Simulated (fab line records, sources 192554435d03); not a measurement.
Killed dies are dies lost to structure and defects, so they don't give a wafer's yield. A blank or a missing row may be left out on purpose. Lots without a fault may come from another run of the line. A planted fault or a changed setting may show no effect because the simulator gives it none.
Chamber matching | flow n5_finfet | N5_FIN_SAQP_HM_OPEN_33 on rie_diel-02: 4 sister chambers
The step chemistry CH3F/O2, target SiNx, target depth 49.4 nm, time 70.6 s. 20 wafers are shown with their chamber, then 10 later ones without.

WAFERS WITH THEIR CHAMBER
wafer  | chamber | drypump_motor_current_A (A) | showerhead_plenum_p_Torr (Torr) | rf_vpp_V (V)
L077.2 | 2       | 6.2                         | 2.11                            | 289
L077.3 | 0       | 5.8                         | 1.92                            | 305
L077.6 | 2       | 6.2                         | 2.11                            | 289
L079.1 | 2       | 6.2                         | 2.11                            | 290
L079.2 | 0       | 5.8                         | 1.92                            | 307
L079.5 | 2       | 6.2                         | 2.11                            | 289
L082.1 | 1       | 5.3                         | 2.04                            | 297
L082.2 | 3       | 5.7                         | 2.05                            | 307
L082.4 | 2       | 6.2                         | 2.10                            | 290
L086.1 | 0       | 5.8                         | 1.91                            | 306
L086.3 | 1       | 5.3                         | 2.03                            | 299
L086.4 | 2       | 6.2                         | 2.10                            | 290
L090.1 | 2       | 6.2                         | 2.10                            | 288
L090.3 | 0       | 5.8                         | 1.91                            | 306
L090.5 | 2       | 6.2                         | 2.10                            | 290
L091.3 | 0       | 5.8                         | 1.91                            | 308
L091.5 | 2       | 6.2                         | 2.10                            | 288
L091.6 | 0       | 5.8                         | 1.91                            | 306
L094.3 | 1       | 5.2                         | 2.03                            | 299
L094.5 | 1       | 5.2                         | 2.03                            | 298

SIGNATURES (means of the wafers above)
reading                  | chamber 0 | chamber 1 | chamber 2 | chamber 3 | scatter within a chamber
drypump_motor_current_A  | 5.800     | 5.250     | 6.200     | 5.700     | 0.025
showerhead_plenum_p_Torr | 1.9133    | 2.0325    | 2.1044    | 2.0500    | 0.00519
rf_vpp_V                 | 306.33    | 298.25    | 289.22    | 307.00    | 0.923
Rule: a wafer's distance from a chamber is the root of the sum, over the readings, of the square of ((its reading less the chamber's mean) divided by the reading's scatter). The wafer belongs to the nearest chamber; if the next one is less than 2 further off, it can't be placed. The scatter: the root of (the sum of the squares of (reading less its chamber's mean) over the shown wafers, divided by (wafers less chambers)).

WAFERS WITHOUT THEIR CHAMBER
wafer  | drypump_motor_current_A (A) | showerhead_plenum_p_Torr (Torr) | rf_vpp_V (V)
L094.6 | 6.2                         | 2.10                            | 288
L095.1 | 5.2                         | 2.03                            | 298
L095.3 | 5.7                         | 2.04                            | 308
L095.6 | 5.8                         | 1.91                            | 307
L096.1 | 5.8                         | 1.91                            | 307
L096.4 | 5.2                         | 2.03                            | 296
L096.5 | 5.2                         | 2.03                            | 298
L097.1 | 5.8                         | 1.91                            | 308
L097.3 | 5.2                         | 2.03                            | 296
L097.6 | 5.3                         | 2.03                            | 295

WHICH CHAMBER EACH WENT THROUGH
wafer  | from the rows above | in truth
L094.6 | 2                   | 2
L095.1 | 1                   | 1
L095.3 | 3                   | 3
L095.6 | 0                   | 0
L096.1 | 0                   | 0
L096.4 | 1                   | 1
L096.5 | 1                   | 1
L097.1 | 0                   | 0
L097.3 | 1                   | 1
L097.6 | 1                   | 1
Placed correctly: 10 of 10. Can't be placed from these rows: 0. Placed wrongly: 0.
